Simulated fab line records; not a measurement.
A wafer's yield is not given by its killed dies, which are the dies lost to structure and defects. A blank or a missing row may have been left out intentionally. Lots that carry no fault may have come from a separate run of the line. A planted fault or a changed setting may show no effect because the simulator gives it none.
Which tool was responsible? | flow n5Finfet | 24 lots, 72 wafers sampled, at 4 steps of a route of 1938

WHAT THE GAUGES SHOWED, per wafer
N5_BEOL_M9_OCD_MEAS_38.
lot  | measured     | on     | trenchDepthNm (nm)
L074 | day 10 12:16 | ocd-01 | 157 151 147
L075 | day 10 18:10 | ocd-02 | 149 152 152
L076 | day 10 21:46 | ocd-02 | 146 145 155
L078 | day 10 23:39 | ocd-01 | 152 144 144
L077 | day 11 03:43 | ocd-02 | 153 150 152
L081 | day 11 09:02 | ocd-02 | 149 152 152
L080 | day 11 16:21 | ocd-02 | 142 153 144
L079 | day 11 18:46 | ocd-02 | 152 152 149
L083 | day 11 18:48 | ocd-02 | 147 151 154
L082 | day 11 22:36 | ocd-02 | 154 153 151
L084 | day 12 16:05 | ocd-02 | 144 149 148
L085 | day 12 18:16 | ocd-02 | 151 150 152
L086 | day 13 06:51 | ocd-02 | 151 151 144
L088 | day 13 09:51 | ocd-02 | 152 148 151
L089 | day 14 01:35 | ocd-01 | 151 153 151
L092 | day 14 02:01 | ocd-01 | 148 151 147
L087 | day 14 02:26 | ocd-01 | 153 146 154
L090 | day 14 13:14 | ocd-01 | 153 150 153
L091 | day 14 13:25 | ocd-01 | 148 152 152
L094 | day 14 13:40 | ocd-01 | 152 144 150
L093 | day 14 15:14 | ocd-01 | 151 150 151
L095 | day 15 22:20 | ocd-01 | 150 153 152
L097 | day 16 03:50 | ocd-01 | 150 152 150
L096 | day 16 23:10 | ocd-02 | 157 157 152

N5_BEOL_M10_OVL_MEAS_29.
lot  | measured     | on         | V9_OVL (nm)
L074 | day 10 21:07 | overlay-02 | 0.2 0.8 0.5
L075 | day 11 00:51 | overlay-02 | -0.1 0.3 -0.2
L076 | day 11 05:13 | overlay-02 | -0.2 -1.3 -0.5
L078 | day 11 06:34 | overlay-01 | 1.2 0.6 0.5
L077 | day 11 11:51 | overlay-01 | -0.4 0.1 -0.7
L081 | day 11 18:16 | overlay-02 | -0.3 -0.5 -0.5
L080 | day 12 00:17 | overlay-02 | -0.2 -0.2 -0.3
L079 | day 12 00:28 | overlay-02 | 0.0 0.2 0.2
L083 | day 12 00:38 | overlay-01 | 0.8 0.3 0.3
L082 | day 12 06:47 | overlay-01 | -0.8 -0.3 -1.4
L084 | day 12 22:48 | overlay-01 | 0.2 0.2 1.0
L085 | day 13 00:33 | overlay-01 | -0.7 -0.9 -0.8
L086 | day 13 13:44 | overlay-02 | -0.7 0.7 -0.5
L088 | day 13 17:06 | overlay-01 | 0.9 0.7 0.6
L089 | day 14 07:11 | overlay-02 | 0.7 1.1 1.3
L092 | day 14 13:15 | overlay-01 | 0.1 -0.2 -0.4
L087 | day 14 13:07 | overlay-01 | 0.5 0.1 0.5
L090 | day 14 20:12 | overlay-02 | 0.3 0.2 0.3
L091 | day 14 19:39 | overlay-02 | 1.0 0.8 0.1
L094 | day 14 20:26 | overlay-01 | -0.6 -1.3 -0.8
L093 | day 14 23:51 | overlay-02 | -0.6 0.2 0.7
L095 | day 16 05:52 | overlay-01 | 1.3 0.8 -0.1
L097 | day 16 11:36 | overlay-02 | -0.6 0.4 -0.8
L096 | day 17 09:29 | overlay-02 | 0.5 0.1 0.6

N5_BEOL_M10_OCD_MEAS_38.
lot  | measured     | on     | trenchDepthNm (nm)
L074 | day 10 21:40 | ocd-01 | 148 149 148
L075 | day 11 01:24 | ocd-02 | 144 148 148
L076 | day 11 05:50 | ocd-02 | 147 147 148
L078 | day 11 07:16 | ocd-02 | 148 144 148
L077 | day 11 12:26 | ocd-02 | 142 147 151
L081 | day 11 18:49 | ocd-02 | 145 149 149
L080 | day 12 00:50 | ocd-02 | 144 141 142
L079 | day 12 01:18 | ocd-02 | 155 151 153
L083 | day 12 01:32 | ocd-02 | 142 146 150
L082 | day 12 07:20 | ocd-02 | 147 142 149
L084 | day 12 23:21 | ocd-01 | 148 148 150
L085 | day 13 01:06 | ocd-02 | 142 142 153
L086 | day 13 14:17 | ocd-02 | 144 146 144
L088 | day 13 17:39 | ocd-02 | 145 155 155
L089 | day 14 07:57 | ocd-01 | 148 147 148
L092 | day 14 13:48 | ocd-01 | 154 144 144
L087 | day 14 13:40 | ocd-01 | 147 143 147
L090 | day 14 20:46 | ocd-02 | 144 148 150
L091 | day 14 20:13 | ocd-02 | 149 145 149
L094 | day 14 20:59 | ocd-02 | 141 141 147
L093 | day 15 00:25 | ocd-01 | 152 141 152
L095 | day 16 06:25 | ocd-01 | 145 152 143
L097 | day 16 12:25 | ocd-02 | 154 153 152
L096 | day 17 10:03 | ocd-02 | 148 142 147

WHICH TOOL RAN EACH LOT (tool, then ch and the chambers of the sampled wafers, then the start)
lot  | N5_BEOL_M10_ILD_DEP_00
L074 | pecvd-03 ch 0,1,2, day 10 16:47
L075 | pecvd-03 ch 0,2, day 10 20:28
L076 | pecvd-01 ch 1,2, day 11 00:11
L078 | pecvd-04 ch 0,2, day 11 02:59
L077 | pecvd-04 ch 0,2, day 11 06:45
L081 | pecvd-03 ch 0,2, day 11 13:32
L080 | pecvd-01 ch 1,2, day 11 20:04
L079 | pecvd-01 ch 0,1, day 11 21:19
L083 | pecvd-04 ch 0,1,2, day 11 21:20
L082 | pecvd-03 ch 0,1,2, day 12 01:46
L084 | pecvd-01 ch 0,1,2, day 12 18:26
L085 | pecvd-04 ch 0,1, day 12 21:30
L086 | pecvd-03 ch 0,1,2, day 13 09:53
L088 | pecvd-03 ch 1,2, day 13 14:23
L089 | pecvd-04 ch 0,2, day 14 04:04
L092 | pecvd-04 ch 0,2, day 14 04:38
L087 | pecvd-03 ch 0,1,2, day 14 05:12
L090 | pecvd-03 ch 0,1, day 14 16:01
L091 | pecvd-01 ch 0,2, day 14 15:59
L094 | pecvd-04 ch 1,2, day 14 16:50
L093 | pecvd-01 ch 1,2, day 14 19:47
L095 | pecvd-01 ch 0,1,2, day 16 02:01
L097 | pecvd-03 ch 0,1,2, day 16 06:28
L096 | pecvd-04 ch 0,1,2, day 17 03:04
- N5_BEOL_M10_ILD_DEP_00: deposits SiCOH lowk from DEMS/porogen, target thk 308.51 nm, time 58 s.

WHAT THE TOOLS THEMSELVES READ (means of the sampled wafers that have a number; where no wafer has one, the mark that the record gives instead)
N5_BEOL_M10_ILD_DEP_00.
lot  | tool     | heaterPowerW (W) | showerheadPlenumPTorr (Torr) | throttleValvePct (%)
L074 | pecvd-03 | 384              | 5.754                        | 13.2
L075 | pecvd-03 | 346              | 5.752                        | 12.4
L076 | pecvd-01 | 383              | 5.745                        | 13.2
L078 | pecvd-04 | 308              | 5.757                        | 14.2
L077 | pecvd-04 | 316              | 5.754                        | 13.9
L081 | pecvd-03 | 382              | 5.750                        | 12.9
L080 | pecvd-01 | 337              | 5.735                        | 13.1
L079 | pecvd-01 | 299              | 5.741                        | 13.9
L083 | pecvd-04 | 309              | 5.747                        | 14.8
L082 | pecvd-03 | 379              | 5.747                        | 13.1
L084 | pecvd-01 | 339              | 5.737                        | 13.4
L085 | pecvd-04 | 317              | 5.754                        | 14.8
L086 | pecvd-03 | 356              | 5.756                        | 13.1
L088 | pecvd-03 | 352              | 5.753                        | 13.3
L089 | pecvd-04 | 312              | 5.763                        | 14.2
L092 | pecvd-04 | 310              | 5.752                        | 14.2
L087 | pecvd-03 | 380              | 5.746                        | 13.2
L090 | pecvd-03 | 436              | 5.758                        | 13.5
L091 | pecvd-01 | 360              | 5.724                        | 13.0
L094 | pecvd-04 | 324              | 5.749                        | 15.0
L093 | pecvd-01 | 363              | 5.748                        | 13.2
L095 | pecvd-01 | 365              | 5.733                        | 13.3
L097 | pecvd-03 | 372              | 5.753                        | 13.1
L096 | pecvd-04 | 329              | 5.745                        | 14.7

THE ANSWER, worked out from the rows above alone
Rule: the lots themselves supply what counts as usual. The widest of any qualifying gaps counts: lots, ordered by their means at a reading, are off when they make up no more than a third of the lots, leave a main group of 4 or more, and stand apart from it by 3 or more times the standard deviation of that group's means. The tables above print the reading to a certain number of digits; a main group whose means all agree to those digits is not used. A lot without any number at a reading at which 4 lots or more have one is off too. All remaining lots with rows at the step are treated as sound. The gauges are gone through in route order, then the tools' own readings, and for those a lot's mean is taken as printed above. The first step at which some lot is off is used, and at that step the reading that is off furthest; a lot without a number counts as furthest.
No lot is off on any of the readings shown, so nothing can be concluded from this.

WHAT THE SIMULATOR HAD INSERTED
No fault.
